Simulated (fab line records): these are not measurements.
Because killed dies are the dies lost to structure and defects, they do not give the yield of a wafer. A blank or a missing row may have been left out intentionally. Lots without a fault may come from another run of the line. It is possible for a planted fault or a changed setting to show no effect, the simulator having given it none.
Chamber matching / flow n5Finfet / uvCure-03 running N5_BEOL_M9_CURE_71: 3 sister chambers
The step cures SiCOH lowk, time 240 s. 3 wafers are shown with their chamber, then 11 later ones without.

WAFERS WITH THEIR CHAMBER
wafer=L085.6 chamber=2 wafer_temp_C_max=386.6
wafer=L087.6 chamber=0 wafer_temp_C_max=387.0
wafer=L089.2 chamber=1 wafer_temp_C_max=387.7

WAFERS WHOSE CHAMBER IS MISSING
wafer=L089.4 wafer_temp_C_max=387.1
wafer=L089.5 wafer_temp_C_max=387.5
wafer=L093.1 wafer_temp_C_max=386.9
wafer=L093.2 wafer_temp_C_max=386.4
wafer=L093.5 wafer_temp_C_max=386.3
wafer=L094.1 wafer_temp_C_max=387.6
wafer=L094.5 wafer_temp_C_max=387.6
wafer=L094.6 wafer_temp_C_max=387.2
wafer=L097.2 wafer_temp_C_max=386.9
wafer=L097.4 wafer_temp_C_max=386.8
wafer=L097.5 wafer_temp_C_max=386.3

THE CHAMBER EACH PASSED THROUGH
wafer=L089.4; from the rows above=0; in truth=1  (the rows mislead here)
wafer=L089.5; from the rows above=can't be placed: 1 or 0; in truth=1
wafer=L093.1; from the rows above=can't be placed: 0 or 2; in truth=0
wafer=L093.2; from the rows above=2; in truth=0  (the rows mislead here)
wafer=L093.5; from the rows above=2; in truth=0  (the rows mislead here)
wafer=L094.1; from the rows above=1; in truth=1
wafer=L094.5; from the rows above=1; in truth=1
wafer=L094.6; from the rows above=can't be placed: 0 or 1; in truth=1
wafer=L097.2; from the rows above=can't be placed: 0 or 2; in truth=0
wafer=L097.4; from the rows above=can't be placed: 0 or 2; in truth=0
wafer=L097.5; from the rows above=2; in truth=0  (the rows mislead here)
Correctly placed: 2 of 11. Can't be placed from these rows: 5 (the true chamber is among the candidates in 5). 4 placed wrongly.
How it was worked out, from the rows above alone: a wafer's distance from a chamber is the root of the sum, over the readings, of the square of ((its reading less the chamber's mean) divided by the reading's scatter). If the next closest chamber is less than 2 further off than the closest, the wafer can't be placed; otherwise it belongs to the closest. Each chamber's mean is taken over the wafers shown for it. The scatter: with one shown wafer a chamber, the root of the mean of the squares of how far each hidden wafer lies from its nearest shown one.
